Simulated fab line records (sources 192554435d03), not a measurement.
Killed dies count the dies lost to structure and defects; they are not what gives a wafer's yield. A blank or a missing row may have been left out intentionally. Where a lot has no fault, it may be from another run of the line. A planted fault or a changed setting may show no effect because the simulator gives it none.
fab line records	flow n5_finfet
record: lots: 5	wafers: 15	last_day: 18
route steps=1938 shown BEOL_M13@1703 BEOL_M14@1716
lots that met no fault: from a run of the same line without faults
start_h: the number of hours between the record's first day and the start of the first shown wafer of the lot	wait_h: hours elapsed since this lot's preceding step	" the same as in the row above	L1.1+2: one row covering several wafers at once	- either no value or no given start	* or withheld: withheld	< > ~ a bound
route shown NAME@n: names a module that has steps shown in the file, with the first one's number in the route	usual: mean and standard deviation over wafers with no fault	same: alike in all rows	chamber/n: place in a boat	sites: per-site readings	_std_site: how widely they spread, as a standard deviation	_edge_site: mean of outer sites minus mean of inner sites	radius_mm: how far each site lies from the wafer's centre	mask NAME#n: copy n	behind: the most recent tool/chamber to have shaped the wafer	hold: the reason the lot was held/the length of the hold in hours/how it ended	device: transistor that didn't switch, given as n, p or np	end of line: the route-end tests of the same wafers	for a step that has no rows: nothing shown but its recipe	killed: dies that structure and defects cost at the first sort, which is not the same as the wafer's yield	map: the dies of a wafer, with x for killed, . for not killed, _ for no die there
set.NAME: the setting as run; set.NAME@STEP: as run at that earlier step	model.NAME: the simulator's own value behind a step, which no gauge read
lots seen at some steps along the route; tables by step, rows by wafer
services: from which hour (start_h, from the record's first day; less than 0 if before it) a tool's chamber was out of use, for how many hours, and why
== steps ==
step: N5_BEOL_M13_DEGAS_41
recipe: ambient: vacuum	temp_c: 250	time_s: 60
usual: heater_power_w: 344/47
same: time_s: 60
lot.wafer	tool	chamber	start_h	wait_h	heater_power_w
L077.2	pvd_sputter-02	-	272.65	0.3	458
L077.3	"	-	"	"	309
L077.6	"	-	"	"	460
L084.4	pvd_sputter-02	-	316.45	0.2	314
L084.5	"	-	"	"	464
L084.6	"	-	"	"	296
L089.3	pvd_sputter-01	-	349.76	0.3	370
L089.4	"	-	"	"	367
L089.6	"	-	"	"	292
L094.2	pvd_sputter-03	-	380.23	0.3	347
L094.3	"	-	"	"	360
L094.6	"	-	"	"	303
L097.1	pvd_sputter-02	-	396.84	0.8	453
L097.2	"	-	"	"	306
L097.4	"	-	"	"	314
step: N5_BEOL_M13_PRE_CLEAN_42
recipe: gas: H2/He	time_s: 30	temp_c: 250
usual: heater_power_w: 343/48
same: time_s: 30
lot.wafer	tool	chamber	start_h	wait_h	heater_power_w
L077.2	pvd_sputter-02	-	272.69	0.0	448
L077.3	"	-	"	"	304
L077.6	"	-	"	"	459
L084.4	pvd_sputter-02	-	316.49	0.0	314
L084.5	"	-	"	"	456
L084.6	"	-	"	"	293
L089.3	pvd_sputter-01	-	349.80	0.0	366
L089.4	"	-	"	"	370
L089.6	"	-	"	"	298
L094.2	pvd_sputter-03	-	380.27	0.0	355
L094.3	"	-	"	"	358
L094.6	"	-	"	"	302
L097.1	pvd_sputter-02	-	396.88	0.0	457
L097.2	"	-	"	"	302
L097.4	"	-	"	"	315
step: N5_BEOL_M13_SPUTTER_43
recipe: material: TaN	target_thk_a: 150	temp_c: 50	bias_v: 168.6	power_w: 15000	chamber_pressure_pa: 0.12	time_s: 24.19
usual: substrate_temp_c: 50.01/0.12	throttle_valve_pct: 29.4/1.2
same: time_s: 24.19
lot.wafer	tool	chamber	start_h	wait_h	substrate_temp_c	throttle_valve_pct
L077.2	pvd_sputter-02	-	272.73	0.0	49.82	28.3
L077.3	"	-	"	"	50.01	28.8
L077.6	"	-	"	"	50.06	28.5
L084.4	pvd_sputter-02	-	316.53	0.0	49.96	30.5
L084.5	"	-	"	"	50.00	28.4
L084.6	"	-	"	"	49.94	29.0
L089.3	pvd_sputter-01	-	349.84	0.0	49.78	28.5
L089.4	"	-	"	"	50.11	29.3
L089.6	"	-	"	"	50.04	30.9
L094.2	pvd_sputter-03	-	380.31	0.0	50.15	31.8
L094.3	"	-	"	"	49.93	31.5
L094.6	"	-	"	"	49.93	29.1
L097.1	pvd_sputter-02	-	396.92	0.0	49.88	28.1
L097.2	"	-	"	"	49.85	28.8
L097.4	"	-	"	"	49.97	30.9
step: N5_BEOL_M13_SPUTTER_44
recipe: material: Ta	target_thk_a: 100	temp_c: 50	bias_v: 80	power_w: 15000	chamber_pressure_pa: 0.07	time_s: 16.13
usual: substrate_temp_c: 50.01/0.12	throttle_valve_pct: 29.5/1.2
same: time_s: 16.13
lot.wafer	tool	chamber	start_h	wait_h	substrate_temp_c	throttle_valve_pct
L077.2	pvd_sputter-02	-	272.81	0.0	50.17	28.3
L077.3	"	-	"	"	50.05	29.1
L077.6	"	-	"	"	50.15	28.2
L084.4	pvd_sputter-02	-	316.61	0.0	49.88	30.6
L084.5	"	-	"	"	50.15	28.2
L084.6	"	-	"	"	49.85	28.5
L089.3	pvd_sputter-01	-	349.92	0.0	50.08	28.3
L089.4	"	-	"	"	50.03	29.3
L089.6	"	-	"	"	50.21	30.7
L094.2	pvd_sputter-03	-	380.39	0.0	50.00	31.9
L094.3	"	-	"	"	50.20	31.5
L094.6	"	-	"	"	50.09	28.8
L097.1	pvd_sputter-02	-	397.00	0.0	50.01	28.3
L097.2	"	-	"	"	49.91	28.9
L097.4	"	-	"	"	49.83	30.7
step: N5_BEOL_M13_SPUTTER_45
recipe: material: Cu	target_thk_a: 800	temp_c: -20	bias_v: 60	power_w: 26000	chamber_pressure_pa: 0.13	time_s: 13.33
usual: substrate_temp_c: -20.00/0.1	throttle_valve_pct: 29.4/1.2
same: time_s: 13.33
lot.wafer	tool	chamber	start_h	wait_h	substrate_temp_c	throttle_valve_pct
L077.2	pvd_sputter-02	-	272.89	0.0	-20.01	28.3
L077.3	"	-	"	"	-19.97	28.7
L077.6	"	-	"	"	-20.10	28.2
L084.4	pvd_sputter-02	-	316.69	0.0	-19.93	30.6
L084.5	"	-	"	"	-19.92	28.4
L084.6	"	-	"	"	-19.99	28.9
L089.3	pvd_sputter-01	-	350.00	0.0	-20.04	28.5
L089.4	"	-	"	"	-19.91	29.3
L089.6	"	-	"	"	-20.06	30.9
L094.2	pvd_sputter-03	-	380.47	0.0	-20.08	31.8
L094.3	"	-	"	"	-20.04	31.4
L094.6	"	-	"	"	-20.03	28.9
L097.1	pvd_sputter-02	-	397.08	0.0	-20.15	28.3
L097.2	"	-	"	"	-20.19	28.9
L097.4	"	-	"	"	-20.00	30.8
step: N5_BEOL_M13_ECD_47
recipe: material: Cu	target_thk_a: 9360
lot.wafer	tool	chamber	start_h	wait_h
L077.2+3+6	ecd_cu-02	0,1,0	273.02	0.1
L084.4+5+6	ecd_cu-02	1,1,0	316.85	0.1
L089.3+4+6	ecd_cu-02	0,1,0	350.16	0.1
L094.2+3+6	ecd_cu-02	1,1,0	380.58	0.1
L097.1+2+4	ecd_cu-01	1,0,1	397.19	0.1
step: N5_BEOL_M13_ANNEAL_48
recipe: temp_c: 225	time_s: 90	ambient: N2
usual: anneal_temp_c: 224.94/0.15	wafer_temp_C_max: 226.4/0.47
same: time_s: 90
lot.wafer	tool	chamber	start_h	wait_h	anneal_temp_c	wafer_temp_C_max
L077.2	rtp_anneal-01	0	273.54	0.5	225.04	225.6
L077.3	"	0	"	"	224.81	225.9
L077.6	"	0	"	"	225.26	225.8
L084.4	rtp_anneal-02	0	317.26	0.4	224.90	226.8
L084.5	"	0	"	"	224.95	226.8
L084.6	"	0	"	"	225.01	226.9
L089.3	rtp_anneal-02	0	350.37	0.2	225.10	226.4
L089.4	"	0	"	"	225.12	226.8
L089.6	"	0	"	"	224.88	226.7
L094.2	rtp_anneal-02	0	380.95	0.3	225.09	227.0
L094.3	"	0	"	"	224.90	227.7
L094.6	"	0	"	"	224.83	227.6
L097.1	rtp_anneal-02	0	397.36	0.1	224.87	226.6
L097.2	"	0	"	"	224.96	226.7
L097.4	"	0	"	"	224.72	227.1
step: N5_BEOL_M13_CMP_49
recipe: stop_on: SiOC	t_overpolish_s: 17.1	down_force_psi: 1	platen_rpm: 50	clearing_platen_down_force_psi: 1.5	clearing_platen_rpm: 50	post_cmp_clean: cu_alkaline	target_thk_nm: 420	clearing_platen_pad_velocity_m_s: 0.99484	pad_velocity_m_s: 0.99484
usual: barrier_field_endpoint_s: 30.0/0.72	motor_current_A: 6.2/0.67	overpolish_run_s: 17.100/0.0099
same: t_overpolish_s: 17.1
lot.wafer	tool	chamber	start_h	wait_h	barrier_field_endpoint_s	motor_current_A	overpolish_run_s
L077.3	cmp-03	2	273.83	0.2	29.8	6.3	17.097
L077.2	"	3	"	"	29.4	5.4	17.095
L077.6	"	1	"	"	28.6	5.9	17.091
L084.4	cmp-03	0	317.55	0.2	31.9	6.6	17.106
L084.6	"	1	"	"	29.7	6.0	17.098
L084.5	"	2	"	"	30.7	5.9	17.087
L089.3	cmp-03	2	350.58	0.2	30.4	5.6	17.090
L089.4	"	0	"	"	30.6	6.5	17.097
L089.6	"	3	"	"	30.4	5.3	17.093
L094.2	cmp-01	3	381.24	0.2	29.8	5.8	17.106
L094.3	"	0	"	"	30.3	7.2	17.097
L094.6	"	2	"	"	30.4	5.6	17.100
L097.4	cmp-04	2	397.69	0.2	30.7	5.7	17.094
L097.1	"	3	"	"	29.7	6.1	17.100
L097.2	"	0	"	"	30.6	6.2	17.107
step: N5_BEOL_M13_THK_MEAS_50
recipe: thk_meas_gauge: xrf	reads: Cu_of_BEOL_M13_ECD_47
usual: M13_THK: 416/7.7
lot.wafer	tool	chamber	start_h	wait_h	M13_THK[nm]
L077.2	film_metro-01	-	274.09	-	418
L077.3	"	-	"	"	407
L077.6	"	-	"	"	406
L084.4	film_metro-01	-	317.73	-	416
L084.5	"	-	"	"	408
L084.6	"	-	"	"	415
L089.3	film_metro-01	-	350.87	-	414
L089.4	"	-	"	"	416
L089.6	"	-	"	"	425
L094.2	film_metro-01	-	381.49	-	411
L094.3	"	-	"	"	415
L094.6	"	-	"	"	422
L097.1	film_metro-02	-	397.95	-	415
L097.2	"	-	"	"	418
L097.4	"	-	"	"	417
step: N5_BEOL_M13_PRE_CLEAN_52
recipe: gas: NH3	time_s: 15	temp_c: withheld	rf_power_w: 300
same: time_s: 15
lot.wafer	tool	chamber	start_h	wait_h
L077.2+3+6	pecvd-02	2,0,0	274.12	0.0
L084.4+5+6	pecvd-01	1,2,0	317.78	0.0
L089.3+4+6	pecvd-02	0,0,1	350.91	0.0
L094.2+3+6	pecvd-01	1	381.53	0.0
L097.1+2+4	pecvd-04	0,2,0	397.99	0.0
step: N5_BEOL_M13_DEP_53
recipe: material: SiCN	target_thk_a: 500	temp_c: withheld	precursor: 3MS/NH3	pressure_torr: 3	rf_w: 675	time_s: 17.8
usual: showerhead_plenum_p_Torr: 4.160/0.019	throttle_valve_pct: 18.1/0.91
same: time_s: 17.8
lot.wafer	tool	chamber	start_h	wait_h	showerhead_plenum_p_Torr	throttle_valve_pct
L077.2	pecvd-02	2	274.15	0.0	4.153	16.9
L077.3	"	0	"	"	4.151	18.1
L077.6	"	0	"	"	4.147	18.3
L084.4	pecvd-01	1	317.81	0.0	4.118	19.0
L084.5	"	2	"	"	4.185	17.3
L084.6	"	0	"	"	4.198	19.0
L089.3	pecvd-02	0	350.93	0.0	4.161	18.4
L089.4	"	0	"	"	4.150	18.0
L089.6	"	1	"	"	4.149	19.1
L094.2	pecvd-01	1	381.57	0.0	4.143	19.2
L094.3	"	1	"	"	4.134	19.2
L094.6	"	1	"	"	4.134	19.4
L097.1	pecvd-04	0	398.02	0.0	4.170	18.6
L097.2	"	2	"	"	4.157	18.6
L097.4	"	0	"	"	4.195	18.7
step: N5_BEOL_M13_RS_MEAS_54
recipe: thk_meas_gauge: four-point-probe	reads: Cu_of_BEOL_M13_ECD_47+Ta_of_BEOL_M13_SPUTTER_44+TaN_of_BEOL_M13_SPUTTER_43
usual: M13_RS: 0.0451/0.00081
lot.wafer	tool	chamber	start_h	wait_h	M13_RS[ohm/sq]
L077.2	film_metro-02	-	274.22	0.1	0.0449
L077.3	"	-	"	"	0.0461
L077.6	"	-	"	"	0.0462
L084.4	film_metro-02	-	317.86	0.0	0.0449
L084.5	"	-	"	"	0.0457
L084.6	"	-	"	"	0.0451
L089.3	film_metro-02	-	351.00	0.1	0.0457
L089.4	"	-	"	"	0.0454
L089.6	"	-	"	"	0.0447
L094.2	film_metro-02	-	381.65	0.1	0.0450
L094.3	"	-	"	"	0.0447
L094.6	"	-	"	"	0.0441
L097.1	film_metro-01	-	398.11	0.1	0.0452
L097.2	"	-	"	"	0.0445
L097.4	"	-	"	"	0.0449
step: N5_BEOL_M13_INSPECT_55
recipe: inspect_instrument: darkfield	mode: post_dep
usual: raw_defect_count: 79/27
lot.wafer	tool	chamber	start_h	wait_h	raw_defect_count
L077.2	defect_inspect-02	-	274.24	0.0	51
L077.3	"	-	"	"	76
L077.6	"	-	"	"	54
L084.4	defect_inspect-01	-	317.89	0.0	75
L084.5	"	-	"	"	104
L084.6	"	-	"	"	73
L089.3	defect_inspect-01	-	351.03	0.0	87
L089.4	"	-	"	"	132
L089.6	"	-	"	"	96
L094.2	defect_inspect-01	-	381.68	0.0	41
L094.3	"	-	"	"	53
L094.6	"	-	"	"	98
L097.1	defect_inspect-01	-	398.13	0.0	44
L097.2	"	-	"	"	85
L097.4	"	-	"	"	68
step: N5_BEOL_M14_ILD_DEP_00
recipe: material: SiO2	target_thk_a: 11193	temp_c: 400	precursor: TEOS/O2	pressure_torr: 6.5	rf_w: 900	teos_flow_sccm: 161.4	gas: O2	flow_sccm: 2650	time_s: 237.4
usual: heater_power_w: 564/110	showerhead_plenum_p_Torr: 8.36/0.044	throttle_valve_pct: 18.8/1
same: time_s: 237.4
lot.wafer	tool	chamber	start_h	wait_h	heater_power_w	showerhead_plenum_p_Torr	throttle_valve_pct
L077.2	pecvd-01	2	274.28	0.0	516	8.39	17.3
L077.3	"	1	"	"	486	8.30	19.8
L077.6	"	0	"	"	558	8.44	19.9
L084.4	pecvd-03	2	318.00	0.1	574	8.32	18.5
L084.5	"	1	"	"	659	8.41	19.3
L084.6	"	0	"	"	398	8.35	19.0
L089.3	pecvd-04	2	351.06	0.0	704	8.37	18.9
L089.4	"	1	"	"	662	8.28	16.7
L089.6	"	2	"	"	571	8.35	19.4
L094.2	pecvd-03	0	381.71	0.0	389	8.34	19.4
L094.3	"	2	"	"	577	8.32	19.2
L094.6	"	2	"	"	613	8.33	18.7
L097.1	pecvd-01	1	398.17	0.0	565	8.30	19.8
L097.2	"	0	"	"	671	8.43	19.8
L097.4	"	1	"	"	432	8.32	20.0
step: N5_BEOL_M14_THK_MEAS_01
recipe: reads: SiO2_of_BEOL_M14_ILD_DEP_00
usual: M14_ILD_THK: 1119/21
lot.wafer	tool	chamber	start_h	wait_h	M14_ILD_THK[nm]
L077.2	film_metro-01	-	274.47	0.1	1102
L077.3	"	-	"	"	1117
L077.6	"	-	"	"	1143
L084.4	film_metro-01	-	318.11	0.0	1146
L084.5	"	-	"	"	1136
L084.6	"	-	"	"	1121
L089.3	film_metro-02	-	351.25	0.1	1104
L089.4	"	-	"	"	1125
L089.6	"	-	"	"	1121
L094.2	film_metro-01	-	381.90	0.1	1073
L094.3	"	-	"	"	1099
L094.6	"	-	"	"	1121
L097.1	film_metro-02	-	398.36	0.1	1114
L097.2	"	-	"	"	1120
L097.4	"	-	"	"	1122
step: N5_BEOL_M14_COAT_58
recipe: resist: BARC	temp_c: 205	time_s: 60	spin_rpm: 1500	resist_thk_nm: 89
same: time_s: 60
lot.wafer	tool	chamber	start_h	wait_h
L077.2+3+6	litho_track-05	0	274.51	0.0
L084.4+5+6	litho_track-03	0	318.15	0.0
L089.3+4+6	litho_track-01	0	351.29	0.0
L094.2+3+6	litho_track-01	0	381.94	0.0
L097.1+2+4	litho_track-03	0	398.40	0.0
step: N5_BEOL_M14_COAT_04
recipe: spin_rpm: 1704	resist_thk_nm: 800
lot.wafer	tool	chamber	start_h	wait_h
L077.2+3+6	litho_track-05	0	-	-
L084.4+5+6	litho_track-03	0	-	-
L089.3+4+6	litho_track-01	0	-	-
L094.2+3+6	litho_track-01	0	-	-
L097.1+2+4	litho_track-03	0	-	-
step: N5_BEOL_M14_EBR_06
recipe: solvent: PGMEA	ebr_width_mm: 1.5
lot.wafer	tool	chamber	start_h	wait_h
L077.2+3+6	litho_track-05	0	-	-
L084.4+5+6	litho_track-03	0	-	-
L089.3+4+6	litho_track-01	0	-	-
L094.2+3+6	litho_track-01	0	-	-
L097.1+2+4	litho_track-03	0	-	-
step: N5_BEOL_M14_SOFTBAKE_05
recipe: temp_c: 130	time_s: 60
same: time_s: 60
lot.wafer	tool	chamber	start_h	wait_h
L077.2+3+6	litho_track-05	0	-	-
L084.4+5+6	litho_track-03	0	-	-
L089.3+4+6	litho_track-01	0	-	-
L094.2+3+6	litho_track-01	0	-	-
L097.1+2+4	litho_track-03	0	-	-
step: N5_BEOL_M14_EXPOSE_07
recipe: mask_id: V13	na: 0.8	source_shape: annular	sigma_inner: 0.5	sigma_outer: 0.8	polarization: unpolarized	attpsm_phase_deg: 180	dose_mj: 57
usual: exposure_dose_mJ_cm2: 56.95/0.05
lot.wafer	tool	chamber	start_h	wait_h	mask	exposure_dose_mJ_cm2
L077.2	krf_scanner-02	0	274.74	-	V13#0	56.92
L077.3	"	0	"	"	V13#0	56.95
L077.6	"	0	"	"	V13#0	57.00
L084.4	krf_scanner-02	0	318.26	-	V13#0	56.90
L084.5	"	0	"	"	V13#0	56.94
L084.6	"	0	"	"	V13#0	56.88
L089.3	krf_scanner-01	0	351.40	-	V13#0	56.89
L089.4	"	0	"	"	V13#0	56.91
L089.6	"	0	"	"	V13#0	56.88
L094.2	krf_scanner-02	0	382.17	-	V13#0	57.03
L094.3	"	0	"	"	V13#0	57.06
L094.6	"	0	"	"	V13#0	57.01
L097.1	krf_scanner-02	0	398.49	-	V13#0	56.98
L097.2	"	0	"	"	V13#0	56.94
L097.4	"	0	"	"	V13#0	56.96
step: N5_BEOL_M14_PEB_08
recipe: peb_temp_c: 130	peb_time_s: 90
lot.wafer	tool	chamber	start_h	wait_h
L077.2+3+6	litho_track-05	0	274.80	0.0
L084.4+5+6	litho_track-03	0	318.31	0.0
L089.3+4+6	litho_track-01	0	351.45	0.0
L094.2+3+6	litho_track-03	0	382.22	0.0
L097.1+2+4	litho_track-01	0	398.55	0.1
step: N5_BEOL_M14_DEVELOP_09
recipe: develop_time_s: 45	rinse_liquid: diw	dry: air_spin	dev_temp_c: 21
lot.wafer	tool	chamber	start_h	wait_h
L077.2+3+6	litho_track-05	0	-	-
L084.4+5+6	litho_track-03	0	-	-
L089.3+4+6	litho_track-01	0	-	-
L094.2+3+6	litho_track-03	0	-	-
L097.1+2+4	litho_track-01	0	-	-
step: N5_BEOL_M14_HARDBAKE_14
recipe: temp_c: 130	time_s: 120
same: time_s: 120
lot.wafer	tool	chamber	start_h	wait_h
L077.2+3+6	litho_track-05	0	-	-
L084.4+5+6	litho_track-03	0	-	-
L089.3+4+6	litho_track-01	0	-	-
L094.2+3+6	litho_track-03	0	-	-
L097.1+2+4	litho_track-01	0	-	-
step: N5_BEOL_M14_CD_MEAS_10
recipe: target_cd_nm: 250	landing_energy_ev: 500	detector: se_inlens	polarity: opening
usual: cd_nm: 248.8/3
lot.wafer	tool	chamber	start_h	wait_h	cd_nm
L077.2	cd_sem-02	0	274.91	-	251.6
L077.3	"	0	"	"	252.4
L077.6	"	0	"	"	251.3
L084.4	cd_sem-02	0	318.42	-	248.9
L084.5	"	0	"	"	245.9
L084.6	"	0	"	"	249.3
L089.3	cd_sem-01	0	351.56	-	248.6
L089.4	"	0	"	"	252.7
L089.6	"	0	"	"	253.9
L094.2	cd_sem-03	0	382.34	-	244.9
L094.3	"	0	"	"	245.5
L094.6	"	0	"	"	244.1
L097.1	cd_sem-03	0	398.67	-	250.3
L097.2	"	0	"	"	248.2
L097.4	"	0	"	"	250.3
step: N5_BEOL_M14_OVL_MEAS_11
recipe: points_per_wafer: 44
usual: V13_OVL: 2/5.9
lot.wafer	tool	chamber	start_h	wait_h	V13_OVL[nm]
L077.2	overlay-02	0	274.94	0.0	-6
L077.3	"	0	"	"	-5
L077.6	"	0	"	"	-6
L084.4	overlay-02	0	318.45	0.0	0
L084.5	"	0	"	"	-9
L084.6	"	0	"	"	-8
L089.3	overlay-02	0	351.59	0.0	6
L089.4	"	0	"	"	10
L089.6	"	0	"	"	2
L094.2	overlay-01	0	382.37	0.0	-6
L094.3	"	0	"	"	-7
L094.6	"	0	"	"	-4
L097.1	overlay-01	0	398.70	0.0	1
L097.2	"	0	"	"	3
L097.4	"	0	"	"	6
step: N5_BEOL_M14_INSPECT_12
recipe: mode: adi	inspect_instrument: macro
usual: raw_defect_count: 2.0/1.3
lot.wafer	tool	chamber	start_h	wait_h	raw_defect_count
L077.2	defect_inspect-02	-	274.97	0.0	4
L077.3	"	-	"	"	1
L077.6	"	-	"	"	3
L084.4	defect_inspect-01	-	318.48	0.0	1
L084.5	"	-	"	"	0
L084.6	"	-	"	"	2
L089.3	defect_inspect-02	-	351.62	0.0	3
L089.4	"	-	"	"	1
L089.6	"	-	"	"	1
L094.2	defect_inspect-01	-	382.39	0.0	1
L094.3	"	-	"	"	0
L094.6	"	-	"	"	1
L097.1	defect_inspect-02	-	398.72	0.0	1
L097.2	"	-	"	"	0
L097.4	"	-	"	"	3
step: N5_BEOL_M14_DESCUM_15
recipe: chemistry: O2	time_s: 7.9	source_power_w: 50	bias_power_w: 20	pressure_mtorr: 20	rf_frequency_hz: 2.712e+07	temp_c: 40	o2_flow_sccm: 225
usual: bias_power_w: 20.00/0.058	drypump_motor_current_A: 5.60/0.3	oes_product_au: 0.79/0.06	rf_vpp_V: 243.1/1.6	showerhead_plenum_p_Torr: 2.09/0.078	throttle_valve_pct: 20.41/0.27
same: time_s: 7.9
lot.wafer	tool	chamber	start_h	wait_h	bias_power_w	drypump_motor_current_A	oes_product_au	rf_hours_counter_h	rf_vpp_V	showerhead_plenum_p_Torr	throttle_valve_pct
L077.2	rie_diel-01	2	275.02	0.1	20.01	5.87	0.73	165	241.9	2.04	20.54
L077.3	"	1	"	"	19.99	5.49	0.89	40	244.6	2.12	20.16
L077.6	"	0	"	"	19.98	5.71	0.79	-	243.7	2.03	20.51
L084.4	rie_diel-01	1	318.51	0.0	20.03	5.52	0.86	53	244.5	2.11	20.18
L084.5	"	1	"	"	20.08	5.52	0.86	-	244.5	2.11	20.18
L084.6	"	2	"	"	19.92	5.82	0.71	-	240.9	2.03	20.57
L089.3	rie_diel-06	2	351.85	0.2	20.03	5.14	0.82	95	243.6	2.12	20.54
L089.4	"	0	"	"	20.00	5.70	0.69	215	242.7	1.98	20.94
L089.6	"	0	"	"	20.01	5.70	0.69	-	242.1	1.98	20.93
L094.2	rie_diel-01	3	382.42	0.0	20.12	5.49	0.85	65	243.9	2.22	20.06
L094.3	"	1	"	"	19.94	5.51	0.81	76	243.5	2.11	20.23
L094.6	"	2	"	"	19.98	5.82	0.71	-	241.5	2.02	20.61
L097.1	rie_diel-01	1	398.87	0.1	20.08	5.54	0.81	82	243.9	2.10	20.22
L097.2	"	2	"	"	20.07	5.83	0.70	202	241.4	2.02	20.62
L097.4	"	1	"	"	20.02	5.51	0.80	-	243.1	2.10	20.23
step: N5_BEOL_M14_ETCH_59
recipe: chemistry: N2/H2	target: BARC	target_depth_a: 890	overetch_a: 267	time_s: 67.9	ion_energy_ev: 200	pressure_mtorr: 30	source_w: 840	bias_w: 150	n2_flow_sccm: 200	h2_flow_sccm: 200
usual: drypump_motor_current_A: 5.60/0.3	oes_product_au: 0.68/0.047	rf_vpp_V: 523.7/2.6	showerhead_plenum_p_Torr: 2.54/0.1	throttle_valve_pct: 17.88/0.28
same: time_s: 67.9
lot.wafer	tool	chamber	start_h	wait_h	drypump_motor_current_A	oes_product_au	rf_hours_counter_h	rf_vpp_V	showerhead_plenum_p_Torr	throttle_valve_pct
L077.2	rie_diel-01	2	275.06	0.0	5.84	0.64	165	519.6	2.43	17.82
L077.3	"	1	"	"	5.49	0.75	40	526.3	2.63	18.02
L077.6	"	0	"	"	5.70	0.68	-	521.1	2.50	18.14
L084.4	rie_diel-01	1	318.54	0.0	5.55	0.73	53	524.6	2.63	18.04
L084.5	"	1	"	"	5.56	0.73	-	524.3	2.63	18.05
L084.6	"	2	"	"	5.86	0.63	-	520.4	2.42	17.84
L089.3	rie_diel-06	2	351.88	0.0	5.14	0.69	95	524.8	2.54	17.82
L089.4	"	0	"	"	5.71	0.61	215	520.5	2.40	18.28
L089.6	"	0	"	"	5.71	0.60	-	519.6	2.40	18.28
L094.2	rie_diel-01	3	382.46	0.0	5.51	0.74	65	526.5	2.68	17.38
L094.3	"	1	"	"	5.53	0.71	76	525.3	2.62	18.07
L094.6	"	2	"	"	5.86	0.62	-	521.0	2.41	17.88
L097.1	rie_diel-01	1	398.90	0.0	5.57	0.70	82	523.7	2.62	18.08
L097.2	"	2	"	"	5.86	0.62	202	520.1	2.41	17.89
L097.4	"	1	"	"	5.54	0.70	-	525.3	2.62	18.07
== services ==
tool	chamber	start_h	hours	kind
krf_scanner-01	-	248.99	0.9	repair
pecvd-01	-	251.47	0.4	repair
krf_scanner-01	-	252.82	1.3	pm
cmp-04	-	274.57	4.0	pm
krf_scanner-02	-	280.23	0.2	repair
rie_diel-06	1	284.61	7.2	repair
krf_scanner-02	-	284.88	3.6	pm
pecvd-04	2	293.80	6.1	repair
pvd_sputter-01	-	305.83	20.9	repair
rie_diel-06	0	306.58	3.3	repair
pecvd-03	-	313.31	0.3	repair
pecvd-02	1	315.71	18.0	repair
ecd_cu-02	-	318.79	1.5	repair
pecvd-02	-	325.85	2.8	pm
ecd_cu-02	-	332.94	0.3	repair
krf_scanner-02	-	332.97	1.3	pm
cmp-03	-	334.91	2.6	repair
rie_diel-06	0	342.52	8.6	repair
pvd_sputter-02	-	349.46	4.3	repair
pecvd-01	-	357.52	2.7	repair
pecvd-01	2	375.51	10.9	repair
rie_diel-01	2	389.36	7.1	repair
rie_diel-06	0	389.43	6.0	repair
rie_diel-01	0	389.72	18.9	repair
== key ==
fault none
